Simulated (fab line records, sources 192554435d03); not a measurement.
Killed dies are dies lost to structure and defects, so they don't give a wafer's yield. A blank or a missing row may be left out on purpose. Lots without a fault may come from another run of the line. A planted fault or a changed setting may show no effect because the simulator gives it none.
A struck lot beside a sound one | flow n5_finfet | 18 steps out of a route of 1938
Sound: wafers L102.2, L102.3, L102.6. Struck: wafers L111.1, L111.2, L111.6. The cause comes at the end.
At each step with rows: each side's tool, then ch and its chambers, then its first start. Under that, the readings that differ: sound wafers | struck wafers | difference of the means | sigmas: that difference in standard deviations of wafers without a fault.
alike: readings whose means differ by less than 2 such deviations, and words and numbers that are the same on both sides. not compared: withheld readings, readings that some wafer has no value for, bounds like >300 that may hide the same value, and numbers for which the record gives no deviation and whose values overlap.
The two part at a step that has a row with sigmas, a row that says differs or no value, or rows on one side only. Numbers that don't overlap but have no deviation are shown without sigmas and don't part them. A reading that every wafer of one side lacks parts them only if that side has two wafers or more.

first, 9 steps without rows for these wafers: N5_PMOS_HMC_CHANNEL_EPI_HM_DEP_34 (deposits SiO2 from TEOS/O2, target thk 36 nm, time 6.9 s); N5_PMOS_HMC_CHANNEL_EPI_COAT_31 (time 60 s, resist thk 66 nm); N5_PMOS_HMC_CHANNEL_EPI_COAT_03 (resist thk 205 nm); N5_PMOS_HMC_CHANNEL_EPI_EBR_05; N5_PMOS_HMC_CHANNEL_EPI_SOFTBAKE_04 (time 60 s); N5_PMOS_HMC_CHANNEL_EPI_EXPOSE_06 (exposes mask PMOS HMC BLK, target cd 240 nm); N5_PMOS_HMC_CHANNEL_EPI_PEB_07 (peb time 60 s); N5_PMOS_HMC_CHANNEL_EPI_DEVELOP_08 (develop time 30 s); N5_PMOS_HMC_CHANNEL_EPI_DESCUM_14 (chemistry O2, time 7.9 s).
N5_PMOS_HMC_CHANNEL_EPI_ETCH_32: etches BARC in N2/H2, stops on SiO2, target depth 85.8 nm, time 50.3 s.
  sound on rie_diel-05 ch 0,2, day 2 18:15; struck on rie_diel-02 ch 0,1, day 4 23:31
  no value came back on the struck wafers for any of 7 readings (bias_w (W), chamber_pressure_mTorr (mTorr) and others); on the sound wafers bias_w (W) reads 149.4 149.2 150.2
  reading                                                         | sound             | struck            | difference | sigmas
  model.CAR-ArF-block_of_PMOS_HMC_CHANNEL_EPI_COAT_03.thk_nm (nm) | 133.1 131.1 133.2 | 198.3 198.1 198.5 | +65.8      |
  model.PMOS_HMC_CHANNEL_EPI.cd_nm (nm)                           | 240.1 239.8 239.1 | 235.8 235.5 234.3 | -4.5       |
  not compared: rf_hours_counter_h
N5_PMOS_HMC_CHANNEL_EPI_HM_OPEN_15: chemistry CHF3/O2, target SiO2, target depth 40.6 nm, time 20.3 s.
  sound on rie_diel-05 ch 0,2, day 2 18:17; struck on rie_diel-02 ch 0,1, day 4 23:34
  reading                                                         | sound             | struck            | difference | sigmas
  oes_product_au (a.u.)                                           | 0.76 0.77 0.77    | 0.26 0.28 0.27    | -0.50      | -9
  model.CAR-ArF-block_of_PMOS_HMC_CHANNEL_EPI_COAT_03.thk_nm (nm) | 93.53 90.93 93.52 | 158.3 158.7 159.1 | +66.0      |
  alike: drypump_motor_current_A, mfc_ar_sccm, rf_vpp_V, showerhead_plenum_p_Torr, throttle_valve_pct
  not compared: rf_hours_counter_h
then, 3 steps without rows for these wafers: N5_PMOS_HMC_CHANNEL_EPI_STRIP_33 (strips in N2/H2); N5_PMOS_HMC_CHANNEL_EPI_STRIP_17 (strips in SPM, time 750 s); N5_PMOS_HMC_CHANNEL_EPI_ETCH_38 (etches SiO2 in CF4, target depth 1.5 nm).
N5_PMOS_HMC_CHANNEL_EPI_FIN_RECESS_16: chemistry HBr/Cl2, target Si, target depth 54 nm, time 18 s.
  sound on rie_si-02 ch 1,2,3, day 2 18:41; struck on rie_si-02 ch 0,1,3, day 4 23:56
  reading                               | sound           | struck            | difference | sigmas
  model.PMOS_HMC_CHANNEL_EPI.cd_nm (nm) | 240 239.7 239.2 | 235.8 235.6 234.2 | -4.4       |
  alike: drypump_motor_current_A, mfc_cl2_sccm, oes_product_au, throttle_valve_pct
  not compared: rf_hours_counter_h
then, 1 step without rows for these wafers: N5_PMOS_HMC_CHANNEL_EPI_PRECLEAN_36 (cleans in O3/DIW, time 45 s).
N5_BEOL_M4_RC_MEAS_101:
  the record has rows for the sound wafers here (prober-01 ch 0, day 11 05:04) and none for the struck ones
-- the record jumps here: 12 days lie between the struck wafers' starts before and after (it left off in module BEOL_M4 and takes up again in module PASSIVATION, whose first step shown is number 1936 of the route) --
N5_PASSIVATION_PROBE_49:
  the record has rows for the struck wafers here (prober-01, day 17 11:34) and none for the sound ones

WHERE THEY PART
First at N5_PMOS_HMC_CHANNEL_EPI_ETCH_32; last, within this record, at N5_PASSIVATION_PROBE_49.

WHY: what the simulator had put in
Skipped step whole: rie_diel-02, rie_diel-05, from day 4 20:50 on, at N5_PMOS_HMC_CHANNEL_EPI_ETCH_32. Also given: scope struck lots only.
